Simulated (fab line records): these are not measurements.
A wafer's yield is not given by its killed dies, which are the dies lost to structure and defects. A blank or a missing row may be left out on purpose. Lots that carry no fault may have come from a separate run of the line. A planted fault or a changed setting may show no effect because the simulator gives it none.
One fault seen from 3 desks | flow n5 finfet | numbers are kept per desk, each desk with only its own; the story behind them comes last

== THE TOOL OWNER'S DESK: rie diel-03 ==
The tool's own readings at N5_BEOL_M14_ETCH_68 (etches SOC in N2/H2, time 450 s): means of the sampled wafers that have a number, for each lot that ran on this tool. Any lot whose mean is over 4 standard deviations away from the usual mean is out of limits and marked OUT; that distance is given in the brackets.
Columns: A = chamber pressure mTorr at N5_BEOL_M14_ETCH_68, usual 29.997 mTorr; B = drypump motor current A at N5_BEOL_M14_ETCH_68, usual 5.6 A; C = oes product au at N5_BEOL_M14_ETCH_68, usual 0.78 a.u.; D = rf vpp V at N5_BEOL_M14_ETCH_68, usual 524.3 V; E = run length s at N5_BEOL_M14_ETCH_68, usual 473.4 s; F = showerhead plenum p Torr at N5_BEOL_M14_ETCH_68, usual 2.56 Torr; G = throttle valve pct at N5_BEOL_M14_ETCH_68, usual 17.63 %
lot  | first seen here | A      | B   | C    | D     | E               | F    | G
L961 | day 11 22:37    | 29.995 | 5.7 | 0.86 | 524.5 | 473.5           | 2.58 | 17.51
L969 | day 14 10:04    | 29.997 | 5.2 | 0.74 | 524.4 | 487.9 (+30) OUT | 2.57 | 17.53
L971 | day 14 16:01    | 29.979 | 5.6 | 0.82 | 525.6 | 488.3 (+31) OUT | 2.62 | 17.50
L972 | day 14 22:01    | 30.013 | 5.9 | 0.86 | 525.3 | 488.4 (+31) OUT | 2.59 | 17.50
This desk finds L969, L971, L972 out of limits, L969 being first, at day 14 10:04 (run length s at N5_BEOL_M14_ETCH_68). Within limits: L961.

== METROLOGY DESK ==
Means of the sampled wafers that have a number, per lot and without regard to the tool the lot ran on: this is what the gauges read. Any lot whose mean is over 4 standard deviations away from the usual mean is out of limits and marked OUT; that distance is given in the brackets.
Columns: A = M14_OVL at N5_BEOL_M14_OVL_MEAS_29, usual 0 nm
lot  | first seen here | A
L957 | day 11 00:07    | 2
L958 | day 11 00:32    | 6
L959 | day 11 07:06    | 9
L960 | day 11 14:52    | 5
L961 | day 11 22:15    | 7
L962 | day 12 07:26    | -0
L969 | day 14 09:49    | 4
L971 | day 14 15:11    | -4
L972 | day 14 21:01    | -9
L976 | day 16 04:55    | -11
L979 | day 17 01:46    | 5
This desk's finding: nothing out of limits on any of the 11 lots.

== THE DEFECT DESK ==
Inspection counts along the route, by lot: the mean over sampled wafers that carry a number. Any lot whose mean is over 4 standard deviations away from the usual mean is out of limits and marked OUT; that distance is given in the brackets.
Columns: A = raw defect count at N5_BEOL_M14_INSPECT_12, usual 2.2
lot  | first seen here | A
L957 | day 10 23:17    | 4.0
L958 | day 10 23:33    | 1.7
L959 | day 11 06:16    | 1.0
L960 | day 11 14:03    | 1.0
L961 | day 11 21:25    | 2.0
L962 | day 12 06:29    | 3.0
L969 | day 14 07:49    | 2.0
L971 | day 14 13:34    | 4.5
L972 | day 14 19:13    | 3.5
L976 | day 16 04:05    | 1.3
L979 | day 17 00:46    | 2.7
This desk's finding: nothing out of limits on any of the 11 lots.

== ALL TOGETHER ==
On L969, L971, L972, at day 14 10:04, an alarm was possible from the tool owner's desk.
From the metrology desk's view, nothing was out of limits.
Nothing out of limits was seen by the defect desk.
The metrology desk has L969, L971, L972 on record, within its limits.
The defect desk has L969, L971, L972 on record, within its limits.
All the named lots went through N5_BEOL_M14_ETCH_68 on rie diel-03.

== WHAT WAS PUT IN BY THE SIMULATOR ==
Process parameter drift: rie diel-03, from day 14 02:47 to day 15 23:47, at N5_BEOL_M14_ETCH_68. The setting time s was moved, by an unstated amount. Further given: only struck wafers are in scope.
Struck lots among those shown: L969, L971, L972.
Each desk's first reading out of limits, in hours after the fault started: the tool owner's desk, 7.
